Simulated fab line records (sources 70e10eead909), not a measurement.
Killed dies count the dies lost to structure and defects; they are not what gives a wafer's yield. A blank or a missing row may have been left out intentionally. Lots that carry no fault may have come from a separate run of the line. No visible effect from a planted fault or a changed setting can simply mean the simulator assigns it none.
Which of the tools did it? -- flow nand-harc -- 24 lots with 72 wafers sampled at 6 steps, on a route of 1302 steps

## WHAT THE GAUGES SHOWED, per wafer
NHARC_A_BONDPAD_CD_MEAS_09: target cd 500 nm. Usual: cd-nm reads 500.2 nm (standard deviation 1.5).
lot,measured,on,cd-nm (nm),flag
L074,day 23 03:33,cd-sem-03,498.7 497.9 498.4,
L076,day 23 19:16,cd-sem-01,500.3 499.0 500.3,
L075,day 23 23:32,cd-sem-02,501.6 499.3 499.6,
L077,day 24 05:59,cd-sem-03,502.5 502.1 500.8,
L078,day 24 06:58,cd-sem-03,499.6 499.6 497.3,
L079,day 24 21:02,cd-sem-03,499.6 497.8 501.5,
L080,day 25 14:16,cd-sem-01,501.2 502.7 500.6,
L081,day 25 23:46,cd-sem-02,500.1 501.1 503.7,
L082,day 26 02:53,cd-sem-03,503.1 504.5 500.9,
L085,day 27 19:42,cd-sem-02,500.6 498.2 501.0,
L083,day 27 23:41,cd-sem-02,501.0 502.5 498.1,
L086,day 28 01:02,cd-sem-01,497.7 498.7 498.0,
L084,day 28 02:34,cd-sem-02,501.6 499.2 499.5,
L087,day 28 21:32,cd-sem-03,502.9 499.2 499.2,
L088,day 29 01:55,cd-sem-03,500.8 500.6 503.1,
L089,day 29 11:41,cd-sem-01,499.5 497.6 498.8,
L091,day 29 16:23,cd-sem-02,498.3 500.3 498.9,
L090,day 29 17:26,cd-sem-02,500.1 502.0 500.1,
L094,day 31 03:38,cd-sem-03,499.0 499.6 500.3,
L093,day 31 05:15,cd-sem-02,499.3 499.2 499.3,
L092,day 31 08:28,cd-sem-01,498.8 500.2 498.9,
L095,day 31 17:03,cd-sem-03,500.7 500.1 502.5,
L096,day 32 01:06,cd-sem-02,499.2 498.8 498.5,
L097,day 32 11:25,cd-sem-01,501.3 501.0 499.1,

NHARC_THIN_TSV_CD_MEAS_12: target cd 1000 nm. Usual: cd-nm reads 999.4 nm (standard deviation 2.6).
lot,measured,on,cd-nm (nm),flag
L074,day 23 21:55,cd-sem-03,1000.1 998.1 996.9,
L076,day 24 10:19,cd-sem-03,1002.1 1000.1 1001.7,
L075,day 24 14:35,cd-sem-02,999.6 1003.3 1004.3,
L077,day 24 21:30,cd-sem-03,998.1 997.3 1000.2,
L078,day 24 22:38,cd-sem-01,1002.0 1002.1 1002.6,
L079,day 25 15:01,cd-sem-02,992.7 993.7 996.6,
L080,day 26 08:01,cd-sem-01,996.4 995.4 995.4,
L081,day 26 15:07,cd-sem-01,996.8 998.6 998.1,
L082,day 26 16:28,cd-sem-02,1000.4 1003.0 999.9,
L085,day 28 10:40,cd-sem-01,1001.4 1000.6 1002.1,
L083,day 28 17:35,cd-sem-02,1001.8 999.3 1004.8,
L086,day 28 18:53,cd-sem-03,1001.3 1001.2 1002.9,
L084,day 28 20:07,cd-sem-03,1004.0 1004.0 1004.5,
L087,day 29 14:23,cd-sem-02,997.8 1001.8 998.1,
L088,day 29 15:38,cd-sem-03,996.4 997.5 998.5,
L089,day 30 03:16,cd-sem-03,998.7 999.3 999.9,
L091,day 30 12:15,cd-sem-01,998.8 1001.6 999.2,
L090,day 30 11:03,cd-sem-01,997.9 998.5 999.4,
L094,day 31 18:46,cd-sem-03,995.8 995.1 999.6,
L093,day 32 03:58,cd-sem-03,997.4 996.9 999.3,
L092,day 32 05:10,cd-sem-01,996.9 998.6 997.0,
L095,day 32 11:54,cd-sem-01,999.8 1002.0 999.8,
L096,day 32 17:44,cd-sem-02,995.6 996.5 996.3,
L097,day 33 05:05,cd-sem-01,999.4 997.9 996.9,

NHARC_THIN_TSV_CD_MEAS_37. Usual: cd-nm reads 5000 nm (standard deviation 3.5).
lot,measured,on,cd-nm (nm),flag
L074,day 24 05:16,cd-sem-02,4997 4997 4995,
L076,day 24 17:38,cd-sem-03,5004 5001 5003,
L075,day 24 21:49,cd-sem-01,4997 5002 5004,
L077,day 25 05:04,cd-sem-01,4996 5000 5001,
L078,day 25 05:58,cd-sem-03,5004 5003 5003,
L079,day 25 22:14,cd-sem-02,4998 4999 4997,
L080,day 26 15:23,cd-sem-03,4996 4994 4995,
L081,day 26 22:29,cd-sem-02,4999 5001 5001,
L082,day 26 23:55,cd-sem-01,5002 5003 5000,
L085,day 28 17:59,cd-sem-03,5006 5004 5004,
L083,day 29 00:59,cd-sem-02,5007 4998 5007,
L086,day 29 02:41,cd-sem-01,5000 5000 5001,
L084,day 29 04:07,cd-sem-02,5002 5004 5005,
L087,day 29 21:49,cd-sem-02,4997 5005 5003,
L088,day 30 00:03,cd-sem-01,4995 4998 4999,
L089,day 30 10:41,cd-sem-02,4999 5001 4998,
L091,day 30 19:37,cd-sem-02,5000 5003 5002,
L090,day 30 18:17,cd-sem-02,4994 5001 4998,
L094,day 32 02:08,cd-sem-03,4992 4995 5000,
L093,day 32 11:19,cd-sem-01,4999 4996 4999,
L092,day 32 12:32,cd-sem-02,5000 5003 5000,
L095,day 32 19:25,cd-sem-01,5001 5004 5002,
L096,day 33 01:04,cd-sem-03,4998 4999 4999,
L097,day 33 12:29,cd-sem-01,4998 4997 4995,

## WHICH TOOL RAN EACH LOT (tool, then ch and the chambers of the sampled wafers, then the start)
lot,NHARC_A_BONDPAD_DESCUM_11,NHARC_A_BONDPAD_PVD_27,NHARC_THIN_TSV_ETCH_44
L074,"rie-diel-03 ch 0,2,3, day 23 03:46","pvd-sputter-02, day 23 21:55 or earlier","rie-diel-05 ch 2,3, day 23 22:10"
L076,"rie-diel-03 ch 0,1,2, day 23 19:29","pvd-sputter-03, day 24 10:19 or earlier","rie-diel-06 ch 0,3, day 24 10:34"
L075,"rie-diel-03 ch 0,1,3, day 23 23:45","pvd-sputter-03, day 24 14:35 or earlier","rie-diel-05 ch 1,2, day 24 14:49"
L077,"rie-diel-03 ch 1,2,3, day 24 06:12","pvd-sputter-03, day 24 21:30 or earlier","rie-diel-05 ch 1,2,3, day 24 21:55"
L078,"rie-diel-03 ch 0,1,2, day 24 07:11","pvd-sputter-03, day 24 22:38 or earlier","rie-diel-06 ch 0,1,3, day 24 22:53"
L079,"rie-diel-03 ch 1,3, day 24 21:15","pvd-sputter-02, day 25 15:01 or earlier","rie-diel-07 ch 1,3, day 25 15:16"
L080,"rie-diel-03 ch 0,1,2, day 25 14:29","pvd-sputter-02, day 26 08:01 or earlier","rie-diel-06 ch 0,3, day 26 08:15"
L081,"rie-diel-03 ch 0,1,3, day 26 00:01","pvd-sputter-03, day 26 15:07 or earlier","rie-diel-05 ch 0,3, day 26 15:25"
L082,"rie-diel-03 ch 1,2,3, day 26 03:05","pvd-sputter-03, day 26 16:28 or earlier","rie-diel-06 ch 0,1, day 26 16:43"
L085,"rie-diel-04 ch 0,1,3, day 27 19:55","pvd-sputter-03, day 28 10:40 or earlier","rie-diel-05 ch 0,1,3, day 28 10:54"
L083,"rie-diel-03 ch 0,1,3, day 27 23:55","pvd-sputter-02, day 28 17:35 or earlier","rie-diel-07 ch 0,2,3, day 28 17:49"
L086,"rie-diel-11 ch 0,1,2, day 28 01:16","pvd-sputter-02, day 28 18:53 or earlier","rie-diel-05 ch 2,3, day 28 19:12"
L084,"rie-diel-03 ch 1,2, day 28 02:47","pvd-sputter-03, day 28 20:07 or earlier","rie-diel-05 ch 0,1, day 28 20:22"
L087,"rie-diel-11 ch 0,2,3, day 28 21:46","pvd-sputter-02, day 29 14:23 or earlier","rie-diel-06 ch 0,1,3, day 29 14:38"
L088,"rie-diel-03 ch 0,1,3, day 29 02:10","pvd-sputter-02, day 29 15:38 or earlier","rie-diel-07 ch 0,2, day 29 15:58"
L089,"rie-diel-03 ch 0,3, day 29 11:59","pvd-sputter-03, day 29 13:21","rie-diel-05 ch 1,2,3, day 30 03:37"
L091,"rie-diel-03 ch 1,2,3, day 29 16:36","pvd-sputter-03, day 29 17:56","rie-diel-05 ch 0,1,2, day 30 12:29"
L090,"rie-diel-03 ch 0,3, day 29 17:39","pvd-sputter-01, day 30 11:03 or earlier","rie-diel-07 ch 1,2, day 30 11:22"
L094,"rie-diel-03 ch 0,2, day 31 03:51","pvd-sputter-03, day 31 18:46 or earlier","rie-diel-05 ch 1,2, day 31 19:01"
L093,"rie-diel-03 ch 2,3, day 31 05:28","pvd-sputter-03, day 32 03:58 or earlier","rie-diel-06 ch 0,1, day 32 04:13"
L092,"rie-diel-03 ch 0,1,2, day 31 08:41","pvd-sputter-01, day 32 05:10 or earlier","rie-diel-05 ch 2,3, day 32 05:28"
L095,"rie-diel-03 ch 0,2,3, day 31 17:16","pvd-sputter-03, day 32 11:54 or earlier","rie-diel-07 ch 0,3, day 32 12:08"
L096,"rie-diel-03 ch 1,3, day 32 01:19","pvd-sputter-03, day 32 17:44 or earlier","rie-diel-06 ch 0,2,3, day 32 17:59"
L097,"rie-diel-03 ch 0,1,2, day 32 11:38","pvd-sputter-02, day 33 05:05 or earlier","rie-diel-05 ch 2,3, day 33 05:20"
- NHARC_A_BONDPAD_DESCUM_11: chemistry O2, time 3 s.
- NHARC_A_BONDPAD_PVD_27: deposits Cu, target thk 30 nm, time 20.49 s.
- NHARC_THIN_TSV_ETCH_44: etches the open film in CF4/O2, target depth 1594.2 nm, time 797.1 s.

## WHAT THE TOOLS THEMSELVES READ (means of the sampled wafers that have a number; where no wafer has one, the mark that the record gives instead)
NHARC_A_BONDPAD_DESCUM_11. Usual: chamber-pressure-mTorr 60.00 mTorr, standard deviation 0.05; drypump-motor-current-A 5.5 A, standard deviation 0.38; oes-product-au 0.993 a.u., standard deviation 0.011; rf-vpp-V 57.8 V, standard deviation 0.95; showerhead-plenum-p-Torr 1.92 Torr, standard deviation 0.11; throttle-valve-pct 11.310 %, standard deviation 0.0096.
lot,tool,chamber-pressure-mTorr (mTorr),drypump-motor-current-A (A),oes-product-au (a.u.),rf-vpp-V (V),showerhead-plenum-p-Torr (Torr),throttle-valve-pct (%),flag
L074,rie-diel-03,59.98,5.3,0.987,59.3,1.96,11.311,
L076,rie-diel-03,59.98,5.5,0.982,58.1,1.96,11.306,
L075,rie-diel-03,60.01,5.6,0.985,57.7,1.88,11.314,
L077,rie-diel-03,60.02,5.6,0.988,58.2,1.89,11.305,
L078,rie-diel-03,59.95,5.5,0.988,57.9,1.96,11.315,
L079,rie-diel-03,60.03,5.9,0.983,57.1,1.80,11.310,
L080,rie-diel-03,60.00,5.5,0.995,58.0,1.96,11.305,
L081,rie-diel-03,60.03,5.6,0.988,57.0,1.88,11.317,
L082,rie-diel-03,60.00,5.6,0.997,57.3,1.89,11.306,
L085,rie-diel-04,60.00,5.8,0.994,58.3,1.93,11.310,
L083,rie-diel-03,60.01,5.6,0.997,57.6,1.88,11.315,
L086,rie-diel-11,59.98,5.7,0.988,57.4,1.94,11.311,
L084,rie-diel-03,60.00,5.5,0.991,57.7,1.97,11.306,
L087,rie-diel-11,59.99,5.5,1.002,57.7,1.99,11.303,
L088,rie-diel-03,59.95,5.6,1.000,57.6,1.88,11.312,
L089,rie-diel-03,59.95,5.3,0.985,58.1,1.95,11.313,
L091,rie-diel-03,60.04,5.6,0.992,57.6,1.89,11.310,
L090,rie-diel-03,60.00,5.3,0.994,57.2,1.95,11.307,
L094,rie-diel-03,60.02,5.2,0.985,58.1,2.04,11.310,
L093,rie-diel-03,59.97,5.3,1.000,57.8,1.97,11.308,
L092,rie-diel-03,60.03,5.4,0.993,57.9,1.95,11.313,
L095,rie-diel-03,59.95,5.3,0.999,58.0,1.96,11.303,
L096,rie-diel-03,60.05,5.8,1.003,57.1,1.81,11.306,
L097,rie-diel-03,60.02,5.5,1.004,58.3,1.95,11.308,

NHARC_A_BONDPAD_PVD_27. Usual: throttle-valve-pct reads 30.3 % (standard deviation 0.98).
lot,tool,throttle-valve-pct (%),flag
L074,pvd-sputter-02,29.8,
L076,pvd-sputter-03,29.6,
L075,pvd-sputter-03,31.0,
L077,pvd-sputter-03,31.2,
L078,pvd-sputter-03,30.0,
L079,pvd-sputter-02,29.5,
L080,pvd-sputter-02,30.0,
L081,pvd-sputter-03,30.9,
L082,pvd-sputter-03,29.5,
L085,pvd-sputter-03,29.9,
L083,pvd-sputter-02,30.3,
L086,pvd-sputter-02,30.4,
L084,pvd-sputter-03,30.1,
L087,pvd-sputter-02,30.1,
L088,pvd-sputter-02,30.3,
L089,pvd-sputter-03,30.8,
L091,pvd-sputter-03,30.4,
L090,pvd-sputter-01,30.2,
L094,pvd-sputter-03,29.7,
L093,pvd-sputter-03,29.7,
L092,pvd-sputter-01,30.2,
L095,pvd-sputter-03,30.4,
L096,pvd-sputter-03,29.9,
L097,pvd-sputter-02,30.1,

NHARC_THIN_TSV_ETCH_44. Usual: chamber-pressure-mTorr 30.00 mTorr, standard deviation 0.032; drypump-motor-current-A 5.7 A, standard deviation 0.47; oes-product-au 0.999 a.u., standard deviation 0.01; rf-vpp-V 794 V, standard deviation 4.9; showerhead-plenum-p-Torr 1.83 Torr, standard deviation 0.078; throttle-valve-pct 16.914 %, standard deviation 0.0093.
lot,tool,chamber-pressure-mTorr (mTorr),drypump-motor-current-A (A),oes-product-au (a.u.),rf-vpp-V (V),showerhead-plenum-p-Torr (Torr),throttle-valve-pct (%),flag
L074,rie-diel-05,30.00,5.5,1.005,792,1.79,16.911,
L076,rie-diel-06,29.98,5.7,0.997,796,1.85,16.907,
L075,rie-diel-05,29.96,5.5,1.009,789,1.74,16.918,
L077,rie-diel-05,30.03,5.7,1.015,793,1.80,16.917,
L078,rie-diel-06,30.00,5.6,0.997,798,1.88,16.907,
L079,rie-diel-07,29.98,5.2,0.994,799,1.90,16.913,
L080,rie-diel-06,29.99,5.8,0.994,797,1.88,16.918,
L081,rie-diel-05,30.00,5.3,1.015,792,1.79,16.900,
L082,rie-diel-06,30.03,5.5,1.006,798,1.89,16.909,
L085,rie-diel-05,29.99,5.7,1.014,792,1.80,16.918,
L083,rie-diel-07,30.02,5.9,0.999,797,1.86,16.910,
L086,rie-diel-05,30.01,5.8,1.007,795,1.85,16.918,
L084,rie-diel-05,30.01,5.3,0.999,788,1.74,16.926,
L087,rie-diel-06,30.00,5.6,0.991,798,1.88,16.916,
L088,rie-diel-07,30.03,5.8,0.988,796,1.89,16.915,
L089,rie-diel-05,29.99,5.8,0.997,793,1.80,16.911,
L091,rie-diel-05,30.00,5.4,1.003,787,1.74,16.915,
L090,rie-diel-07,29.98,5.1,0.992,799,1.92,16.915,
L094,rie-diel-05,30.02,5.4,1.002,789,1.74,16.913,
L093,rie-diel-06,30.01,5.6,0.986,796,1.86,16.913,
L092,rie-diel-05,30.00,5.8,0.999,796,1.85,16.924,
L095,rie-diel-07,30.03,5.8,0.997,793,1.82,16.913,
L096,rie-diel-06,29.97,6.1,0.994,795,1.84,16.913,
L097,rie-diel-05,30.01,5.7,0.999,796,1.85,16.916,

## THE ANSWER, worked out from the rows above alone
Rule: lot off if the mean of its wafers having a number is beyond 3 standard deviations from the usual mean. A lot without any number at a reading at which 4 lots or more have one is off too. All remaining lots with rows at the step are treated as sound. First the gauges in route order, then the tools' own readings, where a lot's mean is used as printed above. The first step at which some lot is off is used, and at that step the reading that is off furthest; a lot without a number counts as furthest.
Nothing can be told from this: no lot is off at any reading shown.

## WHAT HAD BEEN PUT IN BY THE SIMULATOR
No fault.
